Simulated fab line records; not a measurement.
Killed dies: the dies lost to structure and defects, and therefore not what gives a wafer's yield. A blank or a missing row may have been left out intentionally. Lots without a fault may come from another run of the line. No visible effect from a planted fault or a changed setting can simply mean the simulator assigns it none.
Comparing a struck lot with a sound one / flow n5 finfet / 19 out of 1938 route steps
Sound: these wafers, L289.1, L289.3, L289.6. The struck wafers were L302.1, L302.2, L302.4. The cause is given at the end.
At each step with rows: each side's tool, then ch and its chambers, then its first start. Under that, the readings that differ: sound wafers / struck wafers / difference of the means / sigmas: that difference in standard deviations of wafers without a fault.
alike: a reading whose means differ by less than 2 such deviations, as well as words and numbers matching on both sides. not compared: withheld readings; readings where some wafer has no value; bounds like >300 that might hide an equal value; numbers whose values overlap and for which the record gives no deviation.
Wherever a step has rows on one side only, a row that says differs or no value, or a row with sigmas, the two part there. Numbers that don't overlap but have no deviation are shown without sigmas and don't part them. A reading that every wafer of one side lacks parts them only if that side has two wafers or more.

N5_BEOL_M7_ETCH_62: etches SOC in N2/H2, target depth 110 nm, overetch 22 nm, time 165 s.
  sound on rie diel-05 ch 1,3, day 9 07:19; struck on rie diel-05 ch 0,2,3, day 12 18:46
  alike: drypump motor current A, oes product au, rf vpp V, showerhead plenum p Torr, throttle valve pct
  not compared: rf hours counter h
then, 1 step without rows for these wafers: N5_BEOL_M7_STRIP_68 (strips in N2/H2).
N5_BEOL_M7_STRIP_67: strips in CF4.
  sound on rie diel-05 ch 1,3, day 9 07:28; struck on rie diel-05 ch 0,2,3, day 12 18:55
  alike: cf4 flow sccm, drypump motor current A, oes product au, power w, rf vpp V, showerhead plenum p Torr, throttle valve pct
  not compared: rf hours counter h
N5_BEOL_M7_HM_OPEN_17: chemistry Cl2/BCl3, target TiN, target depth 20 nm, overetch 6 nm.
  sound on rie metal-01 ch 0,1, day 9 07:30; struck on rie metal-02 ch 0, day 12 18:57
reading=drypump motor current A (A); sound=6.1 5.7 5.7; struck=4.9 4.9 4.9; difference=-0.9; sigmas=-2
  alike: oes product au, throttle valve pct
  not compared: rf hours counter h
N5_BEOL_M7_STRIP_19: strips in O2.
  sound on rie diel-06 ch 0,3, day 9 07:37; struck on rie diel-03 ch 1,2,3, day 12 19:10
  alike: drypump motor current A, oes product au, rf vpp V, showerhead plenum p Torr, throttle valve pct
  not compared: rf hours counter h
N5_BEOL_M7_CD_MEAS_18: pitch 80 nm, target cd 40 nm.
  sound on cd sem-03 at day 9 07:41; struck on cd sem-01 at day 12 19:14
  alike: cd nm
then, 6 steps without rows for these wafers: N5_BEOL_M7_COAT_63 (time 60 s, resist thk 60 nm); N5_BEOL_M7_COAT_64 (time 60 s, resist thk 12 nm); N5_BEOL_M7_COAT_71 (time 60 s, resist thk 5 nm); N5_BEOL_M7_COAT_22 (resist thk 30 nm); N5_BEOL_M7_EBR_24; N5_BEOL_M7_SOFTBAKE_23 (time 60 s).
N5_BEOL_M7_EXPOSE_25: exposes mask V6, target cd 40 nm.
  sound on euv scanner-01 ch 0, day 9 07:51; struck on euv scanner-01 ch 0, day 12 19:24
reading=model.BEOL_M7.overlay x nm (nm); sound=0.4 0.4 0.4; struck=10.8 10.8 10.8; difference=+10.4; sigmas=
  alike: mask
then, 2 steps without rows for these wafers: N5_BEOL_M7_PEB_26 (peb time 60 s); N5_BEOL_M7_DEVELOP_27 (develop time 30 s).
N5_BEOL_M7_CD_MEAS_28: the cd target is 40 nm.
  sound on cd sem-03 ch 0, day 9 07:59; struck on cd sem-01 ch 0, day 12 19:32
  alike: cd nm
N5_BEOL_M7_OVL_MEAS_29:
  sound on overlay-01 ch 0, day 9 08:01; struck on overlay-02 ch 0, day 12 19:34
reading=V6_OVL (nm); sound=-0.8 -0.6 0.4; struck=10.8 10.5 11.2; difference=+11.2; sigmas=+19
N5_BEOL_M7_INSPECT_30: inspects for defects (brightfield).
  sound on defect inspect-02 at day 9 08:05; struck on defect inspect-02 at day 12 19:37
reading=raw defect count; sound=691 627 538; struck=287 397 359; difference=-271; sigmas=-3
-- the record jumps here: 3 days lie between the struck wafers' starts before and after (it left off in module BEOL_M7 and takes up again in module PASSIVATION, whose first step shown is number 1936 of the route) --
N5_PASSIVATION_PROBE_49:
  sound on prober-01 at day 12 14:44; struck on prober-01 at day 16 07:06
  alike: defect limited yield, killed_at_M0_to_M3, killed_at_M4_up, killed at contacts, killed at front end, killed at other, killed dies, killed open, killed short, sort_bin_4_leakage, sort_bin_5_function, sort_bin_6_memory, sort n pass, sort yield pct

== WHERE THEY PART ==
Earliest at N5_BEOL_M7_HM_OPEN_17; latest, in this record, at N5_BEOL_M7_INSPECT_30. Later steps at which nothing parts them and some readings are alike: N5_PASSIVATION_PROBE_49.

WHY: the cause the simulator had injected
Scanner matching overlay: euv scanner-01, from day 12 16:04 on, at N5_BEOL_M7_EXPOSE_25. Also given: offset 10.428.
